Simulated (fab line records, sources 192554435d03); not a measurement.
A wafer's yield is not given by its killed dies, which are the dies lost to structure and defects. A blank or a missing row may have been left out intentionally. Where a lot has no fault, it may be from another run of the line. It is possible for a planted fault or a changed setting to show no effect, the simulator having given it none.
Comparing a struck lot with a sound one ; flow n5-finfet ; 19 out of 1938 route steps
Sound: these wafers, L231.2, L231.3, L231.5. Struck: wafer L223.2. (L223.4 of the same lot was not struck and is left out.) The cause comes at the end.
Order at every step that has rows: each side's tool, ch and its chambers, its first start. Under that, the readings that differ: sound wafers ; struck wafers ; difference of the means ; sigmas: that difference in standard deviations of wafers without a fault.
alike: a reading whose means differ by less than 2 such deviations, as well as words and numbers matching on both sides. not compared: withheld readings; readings where some wafer has no value; bounds like >300 that might hide an equal value; numbers whose values overlap and for which the record gives no deviation.
Wherever a step has rows on one side only, a row that says differs or no value, or a row with sigmas, the two part there. Numbers that don't overlap but have no deviation are shown without sigmas and don't part them. A reading missing from all wafers of one side parts the sides only when that side holds two or more wafers.

N5_BEOL_M14_CMP_49: polishes, stops on SiO2, t overpolish 5.2 s, target thk 560 nm.
  sound on cmp-02 ch 0,2,3, day 15 12:29; struck on cmp-02 ch 1, day 13 10:17
  alike: barrier-field-endpoint-s, head-pressure-psi, motor-current-A, overpolish-run-s, time-to-endpoint-s
N5_BEOL_M14_THK_MEAS_50: measures by xrf.
  sound: film-metro-02 at day 15 12:44; struck: film-metro-01 at day 13 10:35
  alike: M14_THK
then, 1 step without rows for these wafers: N5_BEOL_M14_PRE_CLEAN_52 (time 15 s).
N5_BEOL_M14_DEP_53: deposits SiCN from 3MS/NH3, target thk 50 nm, time 17.8 s.
  sound on pecvd-02 ch 0,2, day 15 12:48; struck on pecvd-03 ch 2, day 13 10:38
reading;sound;struck;difference;sigmas
showerhead-plenum-p-Torr (Torr);4.163 4.134 4.126;4.200;+0.059;+3
  alike: rf-fwd-power-W, throttle-valve-pct
N5_BEOL_M14_RS_MEAS_54: measurement is done with a four-point probe.
  sound: film-metro-01 at day 15 12:52; struck: film-metro-02 at day 13 10:43
  alike: M14_RS
N5_BEOL_M14_INSPECT_55: inspects for defects (darkfield).
  sound: defect-inspect-01 at day 15 12:53; struck: defect-inspect-01 at day 13 10:44
  alike: raw-defect-count
N5_BEOL_M15_ILD_DEP_00: deposits SiO2 from TEOS/O2, target thk 1629.3 nm, time 346.1 s.
  sound on pecvd-01 ch 0,2, day 15 12:56; struck on pecvd-02 ch 0, day 13 10:46
reading;sound;struck;difference;sigmas
heater-power-w (W);517 385 451;754;+303;+3
  alike: rf-fwd-power-W, showerhead-plenum-p-Torr, throttle-valve-pct
N5_BEOL_M15_THK_MEAS_01:
  sound: film-metro-01 at day 15 13:11; struck: film-metro-01 at day 13 11:08
  alike: M15_ILD_THK
then, 4 steps without rows for these wafers: N5_BEOL_M15_COAT_58 (time 60 s, resist thk 89 nm); N5_BEOL_M15_COAT_04 (resist thk 800 nm); N5_BEOL_M15_EBR_06; N5_BEOL_M15_SOFTBAKE_05 (time 60 s).
N5_BEOL_M15_EXPOSE_07: exposes mask V14.
  sound on krf-scanner-01 ch 0, day 15 13:26; struck on krf-scanner-02 ch 0, day 13 11:16
  alike: mask
then, 3 steps without rows for these wafers: N5_BEOL_M15_PEB_08 (peb time 90 s); N5_BEOL_M15_DEVELOP_09 (develop time 45 s); N5_BEOL_M15_HARDBAKE_14 (time 120 s).
N5_BEOL_M15_CD_MEAS_10 targets a cd of 360 nm.
  sound on cd-sem-03 ch 0, day 15 13:37; struck on cd-sem-01 ch 0, day 13 11:26
reading;sound;struck;difference;sigmas
cd-nm (nm);363.9 360.3 363.8;371.9;+9.2;+5
N5_BEOL_M15_OVL_MEAS_11:
  sound on overlay-02 ch 0, day 15 13:38; struck on overlay-02 ch 0, day 13 11:28
  alike: V14_OVL
N5_PASSIVATION_PROBE_49:
  sound wafers here have rows in the record (prober-01, day 16 10:02); struck ones have none

== WHERE THEY PART ==
First at N5_BEOL_M14_DEP_53; last, within this record, at N5_PASSIVATION_PROBE_49.

WHY: what the simulator had put in
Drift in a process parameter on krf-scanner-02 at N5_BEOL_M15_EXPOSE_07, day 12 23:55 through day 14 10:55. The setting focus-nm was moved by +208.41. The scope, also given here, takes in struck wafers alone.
